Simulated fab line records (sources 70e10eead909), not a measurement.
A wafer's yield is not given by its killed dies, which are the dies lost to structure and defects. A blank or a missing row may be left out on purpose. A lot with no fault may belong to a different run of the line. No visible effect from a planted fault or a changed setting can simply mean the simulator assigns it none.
A lot that was struck, set against a sound lot ; flow nandHarc ; 13 out of 1302 route steps
Sound: wafers L937.1, L937.2, L937.5. The struck wafers were L936.2, L936.3, L936.6. The cause comes at the end.
Per side, at each step with rows, come the tool, then ch with its chambers, and then its first start. Under that, the readings that differ: sound wafers ; struck wafers ; difference of the means ; sigmas: that difference in standard deviations of wafers without a fault.
alike: words and numbers the same on both sides, and readings whose means are apart by under 2 such deviations; not compared: readings that were withheld, readings missing a value for some wafer, numbers with overlapping values and no deviation given by the record, and bounds like >300 which may hide the same value.
Wherever a step has rows on one side only, a row that says differs or no value, or a row with sigmas, the two part there. Numbers that don't overlap but have no deviation are shown without sigmas and don't part them. A reading missing from all wafers of one side parts the sides only when that side holds two or more wafers.

NHARC_A_WL_FILL_ALD_02: deposits TiN, target thk 2 nm, pulse time 3 s, ald cycles 100.
  sound on aldMetal-02 ch 0,1,3, day 22 05:58; struck on aldMetal-03 ch 1,2,3, day 21 19:07
  alike: heaterPowerW, precursorPulseHeightRel
NHARC_A_WL_FILL_CVD_03: deposits W, target thk 40 nm, time 279 s.
  sound on cvdW-01 ch 0,1, day 22 06:22; struck on cvdW-01 ch 0,1, day 21 19:35
  alike: heaterPowerW, mfcArSccm, throttleValvePct
then, 1 step without rows for these wafers: NHARC_A_WL_FILL_ETCHBACK_04 (etches the open film in NF3, target depth 60 nm, time 120 s).
NHARC_A_WL_FILL_ETCHBACK_05: etches the open film in Cl2/BCl3, target depth 22 nm, time 60 s.
  sound on rieMetal-02 ch 0,1, day 22 06:58; struck on rieMetal-01 ch 0,1, day 21 20:13
  alike: drypumpMotorCurrentA, oesProductAu
  not compared: rfHoursCounterH
NHARC_A_WL_FILL_STRIP_27: strips in N2/H2, time 20 s.
  sound on plasmaAsher-01 ch 0,1, day 22 07:07; struck on plasmaAsher-02 ch 0, day 21 20:22
  alike: drypumpMotorCurrentA, heaterPowerW
  not compared: rfHoursCounterH
then, 4 steps without rows for these wafers: NHARC_A_WL_FILL_STRIP_28 (strips in post etch residue remover, time 1200 s); NHARC_A_WL_FILL_PRECLEAN_06 (cleans in DIW, time 300 s); NHARC_A_WL_FILL_SRD_07; NHARC_A_WL_FILL_ANNEAL_08 (time 1800 s).
NHARC_A_WL_FILL_ALD_10: deposits SiO2, target thk 50 nm, pulse time 10 s, ald cycles 500.
  sound on aldHk-04 ch 1,2,3, day 22 13:02; struck on aldHk-02 ch 0,1,3, day 22 03:34
  alike: heaterPowerW, precursorPulseHeightRel
NHARC_A_WL_FILL_ETCHBACK_16: etches the open film in C4F8/O2/Ar, target depth 120 nm, time 24 s.
  sound on rieDiel-10 ch 0,3, day 22 17:09; struck on rieDiel-05 ch 0,1,3, day 22 07:11
reading;sound;struck;difference;sigmas
oesProductAu (a.u.);1.00 1.01 1.00;0.75 0.74 0.74;-0.26;-8
rfFwdPowerW (W);588 590 589;347 343 345;-244;-64
  alike: rfVppV
  not compared: rfHoursCounterH
then, 2 steps without rows for these wafers: NHARC_A_WL_FILL_STRIP_29 (strips in O2, time 20 s); NHARC_END_SORT_01.

== WHERE THEY PART ==
NHARC_A_WL_FILL_ETCHBACK_16 only, going by this record.

WHY: the cause the simulator had injected
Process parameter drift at NHARC_A_WL_FILL_ETCHBACK_16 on rieDiel-05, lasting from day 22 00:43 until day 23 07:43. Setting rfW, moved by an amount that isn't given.
